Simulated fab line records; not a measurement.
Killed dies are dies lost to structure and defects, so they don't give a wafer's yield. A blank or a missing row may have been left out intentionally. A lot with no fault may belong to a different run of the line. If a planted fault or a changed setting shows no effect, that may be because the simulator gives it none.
Comparing a struck lot with a sound one / flow n5Finfet / 37 steps out of a route of 1938
Sound: wafers L970.3, L970.5, L970.6. Struck: wafer L978.4. (L978.3 of the same lot was not struck and is left out.) The cause comes at the end.
Order at every step that has rows: each side's tool, ch and its chambers, its first start. Under that, the readings that differ: sound wafers / struck wafers / difference of the means / sigmas: that difference in standard deviations of wafers without a fault.
alike: words and numbers the same on both sides, and readings whose means are apart by under 2 such deviations; not compared: readings that were withheld, readings missing a value for some wafer, numbers with overlapping values and no deviation given by the record, and bounds like >300 which may hide the same value.
The two part at a step that has a row with sigmas, a row that says differs or no value, or rows on one side only. Numbers that have no deviation but don't overlap get no sigmas and don't part them. A reading that every wafer of one side lacks parts them only if that side has two wafers or more.

first, 9 steps without rows for these wafers: N5_BEOL_M4_ANNEAL_95 (time 240 s); N5_BEOL_M4_SPUTTER_96 (material Cu, target thk 4.5 nm, time 8.29 s); N5_BEOL_M4_ECD_50 (material Cu, target thk 300 nm); N5_BEOL_M4_ANNEAL_51 (time 90 s); N5_BEOL_M4_CMP_52 (polishes, stops on SiOC, t overpolish 6.8 s, target thk 40 nm); N5_BEOL_M4_PRE_CLEAN_60 (time 15 s); N5_BEOL_M4_CO_CAP_55 (material Co, precursor CCTBA/H2, target thk 2 nm, time 102.1 s); N5_BEOL_M4_PRE_CLEAN_56 (time 15 s); N5_BEOL_M4_DEP_57 (deposits SiCN from 3MS/NH3, target thk 8 nm, time 14 s).
N5_BEOL_M4_RC_MEAS_101:
  sound on prober-01 ch 0, day 10 19:36; struck on prober-01 ch 0, day 12 22:01
  alike: DIBL_N, DIBL_P, IOFF_N, IOFF_P, ION_N, ION_P, SS_N, SS_P, VT_N, VT_P
then, 24 steps without rows for these wafers: N5_BEOL_M5_ILD_DEP_00 (deposits SiCOH lowk from DEMS/porogen, target thk 140.64 nm, time 25.9 s); N5_BEOL_M5_CURE_79 (cures SiCOH lowk, time 240 s); N5_BEOL_M5_PECVD_70 (deposits SiO2 from TEOS/O2, target thk 16 nm, time 18 s); N5_BEOL_M5_HM_DEP_02 (deposits TiN, target thk 20 nm); N5_BEOL_M5_COAT_59 (time 60 s, resist thk 60 nm); N5_BEOL_M5_COAT_60 (time 60 s, resist thk 12 nm); N5_BEOL_M5_COAT_71 (time 60 s, resist thk 5 nm); N5_BEOL_M5_COAT_05 (resist thk 30 nm); N5_BEOL_M5_EBR_07; N5_BEOL_M5_SOFTBAKE_06 (time 60 s); N5_BEOL_M5_EXPOSE_08 (exposes mask M5, target cd 28 nm); N5_BEOL_M5_PEB_09 (peb time 60 s); N5_BEOL_M5_DEVELOP_10 (develop time 30 s); N5_BEOL_M5_DESCUM_16 (chemistry O2, time 7 s); N5_BEOL_M5_ETCH_72 (etches underlayer in N2/H2, target depth 6.5 nm, time 5.2 s); N5_BEOL_M5_ETCH_61 (etches SiARC in CF4, target depth 15.6 nm, time 26 s); N5_BEOL_M5_ETCH_62 (etches SOC in N2/H2, target depth 75 nm, overetch 15 nm, time 112.5 s); N5_BEOL_M5_STRIP_63 (strips in N2/H2); N5_BEOL_M5_STRIP_73 (strips in N2/H2); N5_BEOL_M5_STRIP_64 (strips in CF4); N5_BEOL_M5_HM_OPEN_17 (chemistry Cl2/BCl3, target TiN, target depth 20 nm, overetch 6 nm); N5_BEOL_M5_STRIP_19 (strips in O2); N5_BEOL_M5_COAT_65 (time 60 s, resist thk 60 nm); N5_BEOL_M5_COAT_66 (time 60 s, resist thk 12 nm).
-- here the record skips 4 days between the struck wafers' starts before and after, leaving off in module BEOL_M5 and picking up in module PASSIVATION (first step shown: number 1916 of the route) --
N5_PASSIVATION_PECVD_35: deposits SiNx from SiH4/NH3/N2, target thk 700 nm, time 151.3 s.
  sound on pecvd-03 ch 1,2, day 15 02:23; struck on pecvd-03 ch 1, day 17 06:29
reading=runLengthS (s); sound=196.0 196.4 196.2; struck=265.6; difference=+69.4; sigmas=+99 or more
reading=model.SiNx_of_PASSIVATION_PECVD_35.thkNm (nm); sound=695 698.6 706.8; struck=1034; difference=+334; sigmas=
  alike: chamberPressureTorr, heaterPowerOuterW, heaterPowerW, rfFwdPowerW, showerheadPlenumPTorr, throttleValvePct
N5_PASSIVATION_STRIP_52: strips in post etch residue remover, time 1200 s.
  sound on wetBench-06 ch 0,2,3, day 15 03:39; struck on wetBench-01 ch 5, day 17 07:50
reading=model.SiNx_of_PASSIVATION_PECVD_35.thkNm (nm); sound=694.6 698.2 706.4; struck=1034; difference=+334; sigmas=
N5_PASSIVATION_PROBE_49:
  sound on prober-01 at day 15 06:11; struck on prober-02 at day 17 10:25
reading=defectLimitedYield (%); sound=92.4 90.3 92.3; struck=0; difference=-92; sigmas=-61
reading=killedAtOther; sound=2 2 1; struck=1055; difference=+1053; sigmas=+99 or more
reading=killedDies; sound=90 115 91; struck=1180; difference=+1081; sigmas=+60
reading=killedOnRim; sound=10 15 19; struck=152; difference=+137; sigmas=+38
reading=killedShort; sound=33 45 36; struck=56; difference=+18; sigmas=+2
reading=sort_bin_5_function (%); sound=4.8 4.9 4.6; struck=95.7; difference=+90.9; sigmas=+99 or more
reading=sortNPass; sound=1090 1065 1089; struck=0; difference=-1081; sigmas=-60
reading=sortYieldPct (%); sound=92.4 90.3 92.3; struck=0; difference=-92; sigmas=-61
  alike: killed_at_M0_to_M3, killed_at_M4_up, killedAtContacts, killedAtFrontEnd, killedOpen, sort_bin_6_memory

WHERE THEY PART
First at N5_PASSIVATION_PECVD_35; last, within this record, at N5_PASSIVATION_PROBE_49.

WHY: what had been put in by the simulator
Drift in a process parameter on pecvd-03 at N5_PASSIVATION_PECVD_35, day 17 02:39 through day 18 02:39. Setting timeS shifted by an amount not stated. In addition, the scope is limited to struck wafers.
